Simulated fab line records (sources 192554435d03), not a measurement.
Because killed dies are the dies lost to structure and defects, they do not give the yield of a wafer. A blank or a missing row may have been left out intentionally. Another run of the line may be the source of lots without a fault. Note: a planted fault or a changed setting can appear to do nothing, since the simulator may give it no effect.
Which of the tools did it?	flow n5-finfet	31 wafers from 11 lots sampled at 4 of the route's 1938 steps

WHAT THE GAUGES SHOWED, per wafer
N5_SD_EPI_N_EPI_MEAS_23.
lot	measured	on	thk-nm (nm)
L788	day 3 06:04	film-metro-02	59.8 59.3 57.2
L789	day 3 17:54	film-metro-02	59.0 58.2 57.1
L790	day 4 00:05	film-metro-01	56.9 57.6 57.9
L792	day 4 05:03	film-metro-01	58.8 59.9 61.4
L797	day 5 16:08	film-metro-01	59.1 58.2
L798	day 6 03:58	film-metro-01	58.0 60.3 59.6
L799	day 6 08:54	film-metro-01	56.3 58.7 58.4
L801	day 6 15:49	film-metro-01	63.7 62.1 62.2
L802	day 6 20:17	film-metro-02	56.9 60.6 59.2
L803	day 7 03:37	film-metro-01	63.3 65.3 64.5
L810	day 8 18:56	film-metro-02	58.1 58.7

N5_SD_EPI_P_CD_MEAS_09: the cd target is 240 nm.
lot	measured	on	cd-nm (nm)
L788	day 3 07:20	cd-sem-01	240.4 239.6 239.3
L789	day 3 18:43	cd-sem-03	240.9 239.1 241.4
L790	day 4 01:02	cd-sem-03	241.9 241.1 239.3
L792	day 4 06:01	cd-sem-01	239.9 239.8 240.4
L797	day 5 16:58	cd-sem-01	239.8 240.4
L798	day 6 04:48	cd-sem-01	240.5 240.4 239.7
L799	day 6 09:52	cd-sem-01	241.0 239.2 239.1
L801	day 6 16:49	cd-sem-02	241.7 239.9 240.5
L802	day 6 22:37	cd-sem-02	238.7 237.3 238.5
L803	day 7 04:34	cd-sem-03	240.7 238.7 240.3
L810	day 8 21:22	cd-sem-03	240.4 238.6

TOOL THAT RAN EACH LOT (tool first, then ch and the chambers of the sampled wafers, then the start)
lot	N5_SPACER0_ALD_00	N5_SD_EPI_N_EPI_21
L788	ald-sin-02 ch 1,2, day 3 01:39	epi-rpcvd-04 ch 0, day 3 04:37
L789	ald-sin-04 ch 0,1,2, day 3 12:44	epi-rpcvd-04 ch 0, day 3 15:37
L790	ald-sin-02 ch 2,3, day 3 19:10	epi-rpcvd-03 ch 0, day 3 21:49
L792	ald-sin-04 ch 0,1,2, day 4 00:01	epi-rpcvd-04 ch 0, day 4 02:47
L797	ald-sin-01 ch 1,3, day 5 11:14	epi-rpcvd-04 ch 0, day 5 13:52
L798	ald-sin-01 ch 0,2,3, day 5 23:01	epi-rpcvd-03 ch 0, day 6 01:40
L799	ald-sin-04 ch 2,3, day 6 02:53	epi-rpcvd-02 ch 0, day 6 05:53
L801	ald-sin-01 ch 0,1,2, day 6 11:22	epi-rpcvd-03 ch 0, day 6 14:05
L802	ald-sin-02 ch 2,3, day 6 14:23	epi-rpcvd-02 ch 0, day 6 17:45
L803	ald-sin-01 ch 0,2, day 6 23:17	epi-rpcvd-03 ch 0, day 7 02:27
L810	ald-sin-02 ch 1,3, day 8 14:07	epi-rpcvd-02 ch 0, day 8 17:46
- N5_SPACER0_ALD_00: deposits SiOCN, target thk 3.5 nm, pulse time 3 s, purge time 2 s.
- N5_SD_EPI_N_EPI_21: deposits Si:P, time 690 s.

AS READ BY THE TOOLS THEMSELVES (means over the sampled wafers that have a number; for cases with no such wafer, the mark the record gives instead)
N5_SPACER0_ALD_00.
lot	tool	heater-power-w (W)	precursor-pulse-height-rel	susceptor-temp-C (C)
L788	ald-sin-02	897	0.994	400.08
L789	ald-sin-04	880	0.996	400.28
L790	ald-sin-02	804	0.992	399.92
L792	ald-sin-04	856	0.999	400.13
L797	ald-sin-01	734	0.982	399.98
L798	ald-sin-01	720	0.999	399.83
L799	ald-sin-04	913	0.993	400.00
L801	ald-sin-01	799	1.005	400.02
L802	ald-sin-02	862	1.004	399.98
L803	ald-sin-01	787	0.994	399.84
L810	ald-sin-02	938	1.016	400.12

N5_SD_EPI_N_EPI_21.
lot	tool	susceptor-temp-C (C)	susceptor_temp_C_max
L788	epi-rpcvd-04	679.8	681.9
L789	epi-rpcvd-04	680.6	683.0
L790	epi-rpcvd-03	679.8	680.8
L792	epi-rpcvd-04	680.0	682.5
L797	epi-rpcvd-04	679.9	681.8
L798	epi-rpcvd-03	679.8	681.1
L799	epi-rpcvd-02	680.1	682.8
L801	epi-rpcvd-03	684.3	685.2
L802	epi-rpcvd-02	680.0	681.8
L803	epi-rpcvd-03	684.3	685.3
L810	epi-rpcvd-02	680.3	681.9

THE ANSWER, worked out from the rows above alone
Rule: what is usual is taken from the lots themselves. The widest of any qualifying gaps counts: lots, ordered by their means at a reading, are off when they make up no more than a third of the lots, leave a main group of 4 or more, and stand apart from it by 3 or more times the standard deviation of that group's means. A main group whose means are all the same, to the digits that the tables above print for the reading, isn't used. Also off: a lot with no number at a reading for which 4 or more lots have one. Where the step has rows for the other lots, those lots are counted as sound. The gauges are gone through in route order, then the tools' own readings, and for those a lot's mean is taken as printed above. At the first step where some lot is off, the reading lying furthest off is the one used; lots without a number count as furthest.
Off at N5_SD_EPI_N_EPI_MEAS_23 (thk-nm): L801, L803. The main group: mean 58.6 nm, standard deviation 0.74.
A tool fits if, at a process step before that reading, it ran every lot that is off, and no sound lot after the first of them. The gauges at N5_SD_EPI_N_EPI_MEAS_23 aren't tried: what is off there is off at N5_SD_EPI_N_EPI_21 too, on other tools, and a gauge's error can't cause that. Undecided on this evidence; 2 tools fit (ald-sin-01 at N5_SPACER0_ALD_00, epi-rpcvd-03 at N5_SD_EPI_N_EPI_21).

WHAT THE SIMULATOR HAD PUT IN
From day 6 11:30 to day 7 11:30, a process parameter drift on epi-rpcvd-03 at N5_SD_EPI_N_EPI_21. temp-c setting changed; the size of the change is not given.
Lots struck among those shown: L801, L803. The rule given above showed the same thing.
